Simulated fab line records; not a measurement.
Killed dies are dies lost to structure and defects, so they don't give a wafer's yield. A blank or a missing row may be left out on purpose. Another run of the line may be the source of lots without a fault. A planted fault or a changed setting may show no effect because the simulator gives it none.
Matching of chambers | flow nand harc | 4 sister chambers for NHARC_A_STAIRCASE_CMP_450 on cmp-02
The step polishes SiO2, target thk 200 nm. 22 wafers are shown with their chamber, then 11 later ones without.

WAFERS WITH THEIR CHAMBER
wafer  | chamber | motor current A (A)
L075.1 | 0       | 12.4
L075.2 | 3       | 12.9
L075.6 | 1       | 14.6
L078.2 | 2       | 10.9
L078.5 | 1       | 13.3
L078.6 | 0       | 11.9
L079.2 | 1       | 13.6
L079.3 | 2       | 11.0
L079.4 | 0       | 11.4
L081.1 | 2       | 11.0
L081.5 | 2       | 11.4
L081.6 | 3       | 12.4
L088.1 | 2       | 11.5
L088.3 | 0       | 11.8
L088.4 | 3       | 12.8
L087.1 | 0       | 11.2
L087.2 | 2       | 11.2
L087.5 | 2       | 12.0
L089.1 | 2       | 11.2
L089.5 | 3       | 12.5
L089.6 | 0       | 12.2
L091.4 | 1       | 13.9

SIGNATURES (averages over the wafers above)
reading         | chamber 0 | chamber 1 | chamber 2 | chamber 3 | scatter within a chamber
motor current A | 11.817    | 13.850    | 11.275    | 12.650    | 0.411
Rule: for each reading, subtract the chamber's mean from the wafer's reading, divide by that reading's scatter and square the result; add these up over the readings and take the root, which gives the wafer's distance from the chamber. The wafer belongs to the nearest chamber; if the next one is less than 2 further off, it can't be placed. How the scatter is found: for the shown wafers, subtract from each reading the mean of its chamber, square and add these, divide the total by (wafers less chambers), then take the root.

WAFERS WHOSE CHAMBER IS MISSING
wafer  | motor current A (A)
L091.5 | 12.3
L091.6 | 12.1
L094.2 | 12.0
L094.3 | 13.8
L094.5 | 12.3
L097.2 | 13.4
L097.3 | 11.8
L097.4 | 11.4
L095.1 | 14.1
L095.4 | 11.6
L095.6 | 12.1

WHICH CHAMBER EACH WENT THROUGH
wafer  | from the rows above          | in truth
L091.5 | can't be placed: 3 or 0 or 2 | 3
L091.6 | can't be placed: 0 or 3 or 2 | 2
L094.2 | can't be placed: 0 or 3 or 2 | 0
L094.3 | 1                            | 1
L094.5 | can't be placed: 3 or 0 or 2 | 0
L097.2 | can't be placed: 1 or 3      | 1
L097.3 | can't be placed: 0 or 2      | 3
L097.4 | can't be placed: 2 or 0      | 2
L095.1 | 1                            | 1
L095.4 | can't be placed: 0 or 2      | 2
L095.6 | can't be placed: 0 or 3 or 2 | 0
2 of 11 placed correctly. Not placeable from these rows: 9 (in 8, the candidates include the true chamber). Placed wrongly: 0.
